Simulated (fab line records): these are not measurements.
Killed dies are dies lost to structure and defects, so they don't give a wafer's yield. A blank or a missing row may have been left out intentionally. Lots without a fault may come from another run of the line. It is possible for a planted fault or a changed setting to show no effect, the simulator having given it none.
Which tool was responsible? + flow n5-finfet + 24 lots with 72 wafers sampled at 6 steps, on a route of 1938 steps

== WHAT THE GAUGES READ, wafer by wafer ==
The record holds no reading of a measuring or inspecting step that can be judged against a usual standard deviation.

== EACH LOT AND THE TOOL THAT RAN IT (in order: tool; ch and the chambers of the sampled wafers; start) ==
| lot  | N5_SDB_CMP_30                | N5_HKMG_FIN_CVD_62                      | N5_GATE_CUT_VAPOR_ETCH_49         | N5_MOL_CONTACT_COAG_PRE_CLEAN_141 | N5_MOL_CONTACT_COAG_SPUTTER_143 | N5_MOL_CONTACT_COAG_ANNEAL_113   |
|------|------------------------------|-----------------------------------------|-----------------------------------|-----------------------------------|---------------------------------|----------------------------------|
| L074 | cmp-04 ch 0,3, day 3 21:55   | thermal-cvd-si-02 ch 1,2, day 4 01:37   | rie-metal-01 ch 0, day 4 13:34    | pvd-sputter-01, day 4 19:35       | pvd-sputter-01, day 4 19:38     | rtp-anneal-01 ch 0, day 4 20:23  |
| L075 | cmp-03 ch 1,2,3, day 4 09:16 | thermal-cvd-si-01 ch 0,2, day 4 13:19   | rie-metal-02 ch 0,1, day 5 00:27  | pvd-sputter-01, day 5 07:40       | pvd-sputter-01, day 5 07:43     | rtp-anneal-02 ch 0, day 5 08:28  |
| L076 | cmp-03 ch 1,2,3, day 4 12:14 | thermal-cvd-si-02 ch 0,2, day 4 16:12   | rie-metal-01 ch 1, day 5 03:38    | pvd-sputter-03, day 5 09:13       | pvd-sputter-03, day 5 09:16     | rtp-anneal-01 ch 0, day 5 10:01  |
| L077 | cmp-01 ch 0,1,2, day 4 13:35 | thermal-cvd-si-01 ch 0,1,2, day 4 17:29 | rie-metal-02 ch 0,1, day 5 06:12  | pvd-sputter-03, day 5 11:38       | pvd-sputter-03, day 5 11:42     | rtp-anneal-01 ch 0, day 5 13:08  |
| L078 | cmp-04 ch 0,1, day 4 22:41   | thermal-cvd-si-02 ch 0,2, day 5 02:24   | rie-metal-03 ch 0,1, day 5 13:09  | pvd-sputter-02, day 5 18:42       | pvd-sputter-02, day 5 18:46     | rtp-anneal-01 ch 0, day 5 19:47  |
| L079 | cmp-04 ch 0,2,3, day 5 05:07 | thermal-cvd-si-01 ch 0,1, day 5 08:59   | rie-metal-02 ch 0,1, day 5 19:38  | pvd-sputter-02, day 6 01:34       | pvd-sputter-02, day 6 01:37     | rtp-anneal-01 ch 0, day 6 02:22  |
| L080 | cmp-03 ch 2,3, day 5 11:46   | thermal-cvd-si-02 ch 1,2, day 5 15:29   | rie-metal-03 ch 0,1, day 6 02:15  | pvd-sputter-01, day 6 08:35       | pvd-sputter-01, day 6 08:39     | rtp-anneal-01 ch 0, day 6 09:32  |
| L081 | cmp-04 ch 0,1,2, day 5 17:35 | thermal-cvd-si-01 ch 0,2, day 5 21:37   | rie-metal-03 ch 0,1, day 6 08:27  | pvd-sputter-02, day 6 13:31       | pvd-sputter-02, day 6 13:35     | rtp-anneal-02 ch 0, day 6 14:37  |
| L082 | cmp-01 ch 0,1,3, day 5 22:32 | thermal-cvd-si-02 ch 0,1, day 6 02:13   | rie-metal-02 ch 0,1, day 6 12:45  | pvd-sputter-03, day 6 18:13       | pvd-sputter-03, day 6 18:17     | rtp-anneal-01 ch 0, day 6 19:05  |
| L083 | cmp-03 ch 2,3, day 6 06:01   | thermal-cvd-si-01 ch 1,2, day 6 09:47   | rie-metal-02 ch 0,1, day 6 20:24  | pvd-sputter-01, day 7 02:50       | pvd-sputter-01, day 7 02:54     | rtp-anneal-02 ch 0, day 7 03:47  |
| L084 | cmp-03 ch 0,2,3, day 6 16:19 | thermal-cvd-si-02 ch 0,1,2, day 6 20:07 | rie-metal-02 ch 0,1, day 7 06:37  | pvd-sputter-03, day 7 13:44       | pvd-sputter-03, day 7 13:48     | rtp-anneal-01 ch 0, day 7 14:32  |
| L085 | cmp-04 ch 1,2,3, day 6 16:53 | thermal-cvd-si-01 ch 1,2, day 6 20:40   | rie-metal-03 ch 0,1, day 7 07:18  | pvd-sputter-01, day 7 15:02       | pvd-sputter-01, day 7 15:05     | rtp-anneal-02 ch 0, day 7 16:01  |
| L086 | cmp-01 ch 1,2,3, day 6 21:25 | thermal-cvd-si-02 ch 0,1, day 7 00:58   | rie-metal-03 ch 0,1, day 7 12:02  | pvd-sputter-03, day 7 21:11       | pvd-sputter-03, day 7 21:14     | rtp-anneal-02 ch 0, day 7 22:23  |
| L087 | cmp-04 ch 1,3, day 7 04:53   | thermal-cvd-si-01 ch 0,1,2, day 7 08:44 | rie-metal-02 ch 0,1, day 7 19:08  | pvd-sputter-02, day 8 01:05       | pvd-sputter-02, day 8 01:08     | rtp-anneal-02 ch 0, day 8 01:53  |
| L088 | cmp-01 ch 0,2, day 7 09:36   | thermal-cvd-si-02 ch 0,2, day 7 13:35   | rie-metal-01 ch 0,1, day 8 00:04  | pvd-sputter-02, day 8 05:46       | pvd-sputter-02, day 8 05:49     | rtp-anneal-01 ch 0, day 8 06:52  |
| L089 | cmp-03 ch 1,2,3, day 7 16:48 | thermal-cvd-si-01 ch 1,2, day 7 20:28   | rie-metal-01 ch 0,1, day 8 07:07  | pvd-sputter-02, day 8 13:46       | pvd-sputter-02, day 8 13:50     | rtp-anneal-02 ch 0, day 8 14:43  |
| L090 | cmp-03 ch 2,3, day 7 20:53   | thermal-cvd-si-02 ch 0,1, day 8 00:32   | rie-metal-03 ch 0,1, day 8 11:01  | pvd-sputter-02, day 8 16:43       | pvd-sputter-02, day 8 16:47     | rtp-anneal-01 ch 0, day 8 17:40  |
| L091 | cmp-03 ch 0,1,2, day 8 06:49 | thermal-cvd-si-01 ch 0,1,2, day 8 10:29 | rie-metal-01 ch 0,1, day 8 21:49  | pvd-sputter-02, day 9 05:32       | pvd-sputter-02, day 9 05:35     | rtp-anneal-01 ch 0, day 9 06:20  |
| L092 | cmp-04 ch 1,3, day 8 08:25   | thermal-cvd-si-02 ch 1,2, day 8 12:25   | rie-metal-02 ch 0,1, day 8 23:19  | pvd-sputter-03, day 9 06:27       | pvd-sputter-03, day 9 06:31     | rtp-anneal-01 ch 0, day 9 07:14  |
| L093 | cmp-04 ch 0,1,2, day 8 17:51 | thermal-cvd-si-01 ch 0,2, day 8 21:40   | rie-metal-02 ch 0,1, day 9 08:08  | pvd-sputter-01, day 9 13:17       | pvd-sputter-01, day 9 13:21     | rtp-anneal-02 ch 0, day 9 14:05  |
| L094 | cmp-03 ch 0,2,3, day 9 02:16 | thermal-cvd-si-02 ch 0,1,2, day 9 05:52 | rie-metal-03 ch 1, day 9 16:45    | pvd-sputter-02, day 10 02:40      | pvd-sputter-02, day 10 02:43    | rtp-anneal-01 ch 0, day 10 03:49 |
| L095 | cmp-01 ch 0,1,3, day 9 02:46 | thermal-cvd-si-01 ch 0,1,2, day 9 06:32 | rie-metal-03 ch 0,1, day 9 18:24  | pvd-sputter-02, day 10 02:25      | pvd-sputter-02, day 10 02:29    | rtp-anneal-02 ch 0, day 10 03:19 |
| L096 | cmp-03 ch 0,2,3, day 9 09:11 | thermal-cvd-si-02 ch 0,1,2, day 9 13:00 | rie-metal-03 ch 0,1, day 9 23:59  | pvd-sputter-02, day 10 06:02      | pvd-sputter-02, day 10 06:06    | rtp-anneal-02 ch 0, day 10 06:52 |
| L097 | cmp-04 ch 1,2, day 9 14:46   | thermal-cvd-si-01 ch 0,1,2, day 9 18:25 | rie-metal-03 ch 0,1, day 10 05:27 | pvd-sputter-02, day 10 11:39      | pvd-sputter-02, day 10 11:43    | rtp-anneal-02 ch 0, day 10 12:37 |
- N5_SDB_CMP_30: polishes, stops on poly-Si, t overpolish 1.54 s, target thk 30 nm.
- N5_HKMG_FIN_CVD_62: deposits a-Si from Si2H6, target thk 3 nm, time 20.8 s.
- N5_GATE_CUT_VAPOR_ETCH_49: etches TiAlC in BCl3/Cl2.
- N5_MOL_CONTACT_COAG_PRE_CLEAN_141: time 60 s.
- N5_MOL_CONTACT_COAG_SPUTTER_143: material Co, target thk 2.5 nm.
- N5_MOL_CONTACT_COAG_ANNEAL_113: time 300 s.

== WHAT THE TOOLS THEMSELVES READ (means of the sampled wafers that have a number; where no wafer has one, the mark that the record gives instead) ==
N5_SDB_CMP_30.
| lot  | tool   | motor-current-A (A) | overpolish-run-s (s) | platen-rpm (rpm) | time-to-endpoint-s (s) |
|------|--------|---------------------|----------------------|------------------|------------------------|
| L074 | cmp-04 | 11.3                | 1.552                | 51.82            | 18.7                   |
| L075 | cmp-03 | 12.8                | 1.536                | 51.78            | 16.4                   |
| L076 | cmp-03 | 13.1                | 1.526                | 51.76            | 18.0                   |
| L077 | cmp-01 | 12.0                | 1.533                | 51.83            | 19.9                   |
| L078 | cmp-04 | 11.4                | 1.545                | 51.81            | 17.3                   |
| L079 | cmp-04 | 11.7                | 1.539                | 51.78            | 16.9                   |
| L080 | cmp-03 | 13.7                | 1.540                | 51.79            | 18.6                   |
| L081 | cmp-04 | 11.8                | 1.538                | 51.81            | 16.2                   |
| L082 | cmp-01 | 13.1                | 1.538                | 51.85            | 19.1                   |
| L083 | cmp-03 | 13.2                | 1.540                | 51.79            | 19.1                   |
| L084 | cmp-03 | 13.4                | 1.540                | 51.80            | 19.3                   |
| L085 | cmp-04 | 12.3                | 1.547                | 51.77            | 15.0                   |
| L086 | cmp-01 | 13.1                | 1.542                | 51.83            | 18.4                   |
| L087 | cmp-04 | 11.6                | 1.537                | 51.76            | 16.1                   |
| L088 | cmp-01 | 11.7                | 1.531                | 51.76            | 20.8                   |
| L089 | cmp-03 | 13.1                | 1.531                | 51.79            | 18.6                   |
| L090 | cmp-03 | 13.2                | 1.537                | 51.83            | 18.5                   |
| L091 | cmp-03 | 13.7                | 1.540                | 51.77            | 22.2                   |
| L092 | cmp-04 | 11.5                | 1.537                | 51.81            | 17.2                   |
| L093 | cmp-04 | 12.5                | 1.530                | 51.76            | 15.5                   |
| L094 | cmp-03 | 13.4                | 1.534                | 51.77            | 18.2                   |
| L095 | cmp-01 | 13.5                | 1.534                | 51.79            | 17.8                   |
| L096 | cmp-03 | 13.4                | 1.540                | 51.81            | 16.9                   |
| L097 | cmp-04 | 11.8                | 1.541                | 51.79            | 16.9                   |

N5_HKMG_FIN_CVD_62.
| lot  | tool              | heater-power-outer-w (W) | heater-power-w (W) |
|------|-------------------|--------------------------|--------------------|
| L074 | thermal-cvd-si-02 | 845                      | 1309               |
| L075 | thermal-cvd-si-01 | 923                      | 1349               |
| L076 | thermal-cvd-si-02 | 802                      | 1259               |
| L077 | thermal-cvd-si-01 | 916                      | 1412               |
| L078 | thermal-cvd-si-02 | 802                      | 1263               |
| L079 | thermal-cvd-si-01 | 903                      | 1472               |
| L080 | thermal-cvd-si-02 | 846                      | 1320               |
| L081 | thermal-cvd-si-01 | 936                      | 1364               |
| L082 | thermal-cvd-si-02 | 793                      | 1244               |
| L083 | thermal-cvd-si-01 | 958                      | 1359               |
| L084 | thermal-cvd-si-02 | 831                      | 1283               |
| L085 | thermal-cvd-si-01 | 950                      | 1435               |
| L086 | thermal-cvd-si-02 | 799                      | 1217               |
| L087 | thermal-cvd-si-01 | 920                      | 1424               |
| L088 | thermal-cvd-si-02 | 812                      | 1277               |
| L089 | thermal-cvd-si-01 | 950                      | 1383               |
| L090 | thermal-cvd-si-02 | 778                      | 1195               |
| L091 | thermal-cvd-si-01 | 924                      | 1431               |
| L092 | thermal-cvd-si-02 | 881                      | 1379               |
| L093 | thermal-cvd-si-01 | 934                      | 1370               |
| L094 | thermal-cvd-si-02 | 836                      | 1305               |
| L095 | thermal-cvd-si-01 | 923                      | 1412               |
| L096 | thermal-cvd-si-02 | 837                      | 1286               |
| L097 | thermal-cvd-si-01 | 924                      | 1413               |

N5_GATE_CUT_VAPOR_ETCH_49.
| lot  | tool         | drypump-motor-current-A (A) | oes-product-au (a.u.) |
|------|--------------|-----------------------------|-----------------------|
| L074 | rie-metal-01 | 5.9                         | 0.84                  |
| L075 | rie-metal-02 | 5.5                         | 0.65                  |
| L076 | rie-metal-01 | 5.1                         | 0.93                  |
| L077 | rie-metal-02 | 5.5                         | 0.64                  |
| L078 | rie-metal-03 | 5.8                         | 0.90                  |
| L079 | rie-metal-02 | 5.5                         | 0.64                  |
| L080 | rie-metal-03 | 5.9                         | 0.89                  |
| L081 | rie-metal-03 | 5.9                         | 0.89                  |
| L082 | rie-metal-02 | 5.5                         | 0.64                  |
| L083 | rie-metal-02 | 5.5                         | 0.64                  |
| L084 | rie-metal-02 | 5.5                         | 0.64                  |
| L085 | rie-metal-03 | 5.9                         | 0.88                  |
| L086 | rie-metal-03 | 5.3                         | 0.88                  |
| L087 | rie-metal-02 | 5.5                         | 0.64                  |
| L088 | rie-metal-01 | 5.6                         | 0.82                  |
| L089 | rie-metal-01 | 5.4                         | 0.85                  |
| L090 | rie-metal-03 | 5.9                         | 0.86                  |
| L091 | rie-metal-01 | 5.4                         | 0.85                  |
| L092 | rie-metal-02 | 5.5                         | 0.63                  |
| L093 | rie-metal-02 | 5.5                         | 0.63                  |
| L094 | rie-metal-03 | 4.8                         | 0.87                  |
| L095 | rie-metal-03 | 5.3                         | 0.86                  |
| L096 | rie-metal-03 | 5.3                         | 0.87                  |
| L097 | rie-metal-03 | 5.9                         | 0.86                  |

N5_MOL_CONTACT_COAG_PRE_CLEAN_141.
| lot  | tool           | heater-power-w (W) |
|------|----------------|--------------------|
| L074 | pvd-sputter-01 | 473                |
| L075 | pvd-sputter-01 | 413                |
| L076 | pvd-sputter-03 | 452                |
| L077 | pvd-sputter-03 | 440                |
| L078 | pvd-sputter-02 | 403                |
| L079 | pvd-sputter-02 | 447                |
| L080 | pvd-sputter-01 | 409                |
| L081 | pvd-sputter-02 | 499                |
| L082 | pvd-sputter-03 | 460                |
| L083 | pvd-sputter-01 | 417                |
| L084 | pvd-sputter-03 | 454                |
| L085 | pvd-sputter-01 | 421                |
| L086 | pvd-sputter-03 | 467                |
| L087 | pvd-sputter-02 | 488                |
| L088 | pvd-sputter-02 | 432                |
| L089 | pvd-sputter-02 | 462                |
| L090 | pvd-sputter-02 | 463                |
| L091 | pvd-sputter-02 | 452                |
| L092 | pvd-sputter-03 | 444                |
| L093 | pvd-sputter-01 | 428                |
| L094 | pvd-sputter-02 | 410                |
| L095 | pvd-sputter-02 | 463                |
| L096 | pvd-sputter-02 | 462                |
| L097 | pvd-sputter-02 | 420                |

N5_MOL_CONTACT_COAG_SPUTTER_143.
| lot  | tool           | throttle-valve-pct (%) |
|------|----------------|------------------------|
| L074 | pvd-sputter-01 | 30.2                   |
| L075 | pvd-sputter-01 | 30.2                   |
| L076 | pvd-sputter-03 | 29.8                   |
| L077 | pvd-sputter-03 | 30.5                   |
| L078 | pvd-sputter-02 | 29.5                   |
| L079 | pvd-sputter-02 | 29.9                   |
| L080 | pvd-sputter-01 | 30.1                   |
| L081 | pvd-sputter-02 | 29.9                   |
| L082 | pvd-sputter-03 | 29.5                   |
| L083 | pvd-sputter-01 | 30.2                   |
| L084 | pvd-sputter-03 | 29.6                   |
| L085 | pvd-sputter-01 | 30.3                   |
| L086 | pvd-sputter-03 | 29.5                   |
| L087 | pvd-sputter-02 | 29.4                   |
| L088 | pvd-sputter-02 | 30.8                   |
| L089 | pvd-sputter-02 | 30.4                   |
| L090 | pvd-sputter-02 | 30.4                   |
| L091 | pvd-sputter-02 | 30.6                   |
| L092 | pvd-sputter-03 | 30.9                   |
| L093 | pvd-sputter-01 | 30.1                   |
| L094 | pvd-sputter-02 | 30.3                   |
| L095 | pvd-sputter-02 | 30.4                   |
| L096 | pvd-sputter-02 | 29.8                   |
| L097 | pvd-sputter-02 | 30.4                   |

N5_MOL_CONTACT_COAG_ANNEAL_113.
| lot  | tool          | lamp-power-pct (%) | wafer_temp_C_max |
|------|---------------|--------------------|------------------|
| L074 | rtp-anneal-01 | 2.38               | 401.8            |
| L075 | rtp-anneal-02 | 2.74               | 402.1            |
| L076 | rtp-anneal-01 | 2.38               | 401.9            |
| L077 | rtp-anneal-01 | 2.38               | 401.6            |
| L078 | rtp-anneal-01 | 2.38               | 402.7            |
| L079 | rtp-anneal-01 | 2.38               | 401.9            |
| L080 | rtp-anneal-01 | 2.38               | 402.1            |
| L081 | rtp-anneal-02 | 2.74               | 402.1            |
| L082 | rtp-anneal-01 | 2.38               | 401.6            |
| L083 | rtp-anneal-02 | 2.74               | 402.0            |
| L084 | rtp-anneal-01 | 2.38               | 402.2            |
| L085 | rtp-anneal-02 | 2.74               | 401.6            |
| L086 | rtp-anneal-02 | 2.74               | 401.8            |
| L087 | rtp-anneal-02 | 2.74               | 402.0            |
| L088 | rtp-anneal-01 | 2.38               | 401.9            |
| L089 | rtp-anneal-02 | 2.74               | 402.1            |
| L090 | rtp-anneal-01 | 2.38               | 402.1            |
| L091 | rtp-anneal-01 | 2.38               | 402.2            |
| L092 | rtp-anneal-01 | 2.38               | 402.2            |
| L093 | rtp-anneal-02 | 2.74               | 401.7            |
| L094 | rtp-anneal-01 | 2.38               | 402.1            |
| L095 | rtp-anneal-02 | 2.74               | 402.3            |
| L096 | rtp-anneal-02 | 2.73               | 402.5            |
| L097 | rtp-anneal-02 | 2.74               | 402.1            |

== THE ANSWER, worked out from the rows above alone ==
Rule: the lots themselves supply what counts as usual. Put in order of their means at a reading, lots are off if they are a third of the lots or fewer, leave a main group of 4 or more, and stand apart from it by a gap of 3 or more times the standard deviation of the main group's means; of several such gaps the widest counts. The tables above print the reading to a certain number of digits; a main group whose means all agree to those digits is not used. A lot without any number at a reading at which 4 lots or more have one is off too. Any other lot the step has rows for is counted as sound. First the gauges in route order, then the tools' own readings, where a lot's mean is used as printed above. At the first step where some lot is off, the reading lying furthest off is the one used; lots without a number count as furthest.
No lot is off on any of the readings shown, so nothing can be concluded from this.

== WHAT HAD BEEN PUT IN BY THE SIMULATOR ==
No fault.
